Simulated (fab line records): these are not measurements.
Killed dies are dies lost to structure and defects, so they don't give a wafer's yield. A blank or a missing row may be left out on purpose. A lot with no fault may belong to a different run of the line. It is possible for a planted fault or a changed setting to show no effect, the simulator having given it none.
Chamber matching / flow n5_finfet / ald_metal-03 running N5_HKMG_FIN_ALD_36: 4 sister chambers
The step deposits TiN, target thk 1 nm, pulse time 1 s, purge time 3 s. 14 wafers are shown with their chamber, then 7 later ones without.

## EACH WAFER AND ITS CHAMBER
wafer=L075.4; chamber=2; heater_power_outer_w (W)=547; heater_power_w (W)=877; precursor_pulse_height_rel=1.047
wafer=L075.5; chamber=1; heater_power_outer_w (W)=455; heater_power_w (W)=844; precursor_pulse_height_rel=0.999
wafer=L075.6; chamber=2; heater_power_outer_w (W)=527; heater_power_w (W)=917; precursor_pulse_height_rel=0.989
wafer=L078.1; chamber=0; heater_power_outer_w (W)=559; heater_power_w (W)=913; precursor_pulse_height_rel=1.005
wafer=L078.4; chamber=2; heater_power_outer_w (W)=527; heater_power_w (W)=908; precursor_pulse_height_rel=1.009
wafer=L078.6; chamber=3; heater_power_outer_w (W)=569; heater_power_w (W)=830; precursor_pulse_height_rel=0.985
wafer=L080.3; chamber=3; heater_power_outer_w (W)=562; heater_power_w (W)=845; precursor_pulse_height_rel=1.018
wafer=L080.4; chamber=0; heater_power_outer_w (W)=550; heater_power_w (W)=904; precursor_pulse_height_rel=1.036
wafer=L080.5; chamber=3; heater_power_outer_w (W)=559; heater_power_w (W)=861; precursor_pulse_height_rel=0.993
wafer=L081.2; chamber=3; heater_power_outer_w (W)=567; heater_power_w (W)=849; precursor_pulse_height_rel=1.030
wafer=L081.3; chamber=2; heater_power_outer_w (W)=534; heater_power_w (W)=898; precursor_pulse_height_rel=0.977
wafer=L081.5; chamber=1; heater_power_outer_w (W)=481; heater_power_w (W)=853; precursor_pulse_height_rel=0.997
wafer=L082.3; chamber=2; heater_power_outer_w (W)=522; heater_power_w (W)=894; precursor_pulse_height_rel=1.014
wafer=L082.4; chamber=1; heater_power_outer_w (W)=479; heater_power_w (W)=860; precursor_pulse_height_rel=1.001

SIGNATURES (averages over the wafers above)
reading=heater_power_outer_w; chamber 0=554.50; chamber 1=471.67; chamber 2=531.40; chamber 3=564.25; scatter within a chamber=9.48
reading=heater_power_w; chamber 0=908.50; chamber 1=852.33; chamber 2=898.80; chamber 3=846.25; scatter within a chamber=12.5
reading=precursor_pulse_height_rel; chamber 0=1.02050; chamber 1=0.99900; chamber 2=1.00720; chamber 3=1.00650; scatter within a chamber=0.0217
Rule: a wafer lies at a distance from a chamber equal to the root of the sum of squares, over the readings, of (its reading less the chamber's mean, divided by the reading's scatter). If the next closest chamber is less than 2 further off than the closest, the wafer can't be placed; otherwise it belongs to the closest. How the scatter is found: for the shown wafers, subtract from each reading the mean of its chamber, square and add these, divide the total by (wafers less chambers), then take the root.

## WAFERS MISSING THEIR CHAMBER
wafer=L082.5; heater_power_outer_w (W)=530; heater_power_w (W)=902; precursor_pulse_height_rel=0.968
wafer=L083.2; heater_power_outer_w (W)=531; heater_power_w (W)=905; precursor_pulse_height_rel=1.032
wafer=L083.5; heater_power_outer_w (W)=559; heater_power_w (W)=850; precursor_pulse_height_rel=1.018
wafer=L083.6; heater_power_outer_w (W)=560; heater_power_w (W)=932; precursor_pulse_height_rel=0.983
wafer=L086.1; heater_power_outer_w (W)=478; heater_power_w (W)=849; precursor_pulse_height_rel=1.038
wafer=L086.3; heater_power_outer_w (W)=536; heater_power_w (W)=892; precursor_pulse_height_rel=1.009
wafer=L086.5; heater_power_outer_w (W)=478; heater_power_w (W)=845; precursor_pulse_height_rel=0.977

## WHICH CHAMBER EACH WENT THROUGH
wafer=L082.5; from the rows above=can't be placed: 2 or 0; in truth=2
wafer=L083.2; from the rows above=can't be placed: 2 or 0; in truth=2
wafer=L083.5; from the rows above=3; in truth=3
wafer=L083.6; from the rows above=can't be placed: 0 or 2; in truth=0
wafer=L086.1; from the rows above=1; in truth=1
wafer=L086.3; from the rows above=can't be placed: 2 or 0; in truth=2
wafer=L086.5; from the rows above=1; in truth=1
3 of 7 placed correctly. Unplaceable from these rows: 4, with the true chamber sitting among the candidates in 4. Wrongly placed: 0.
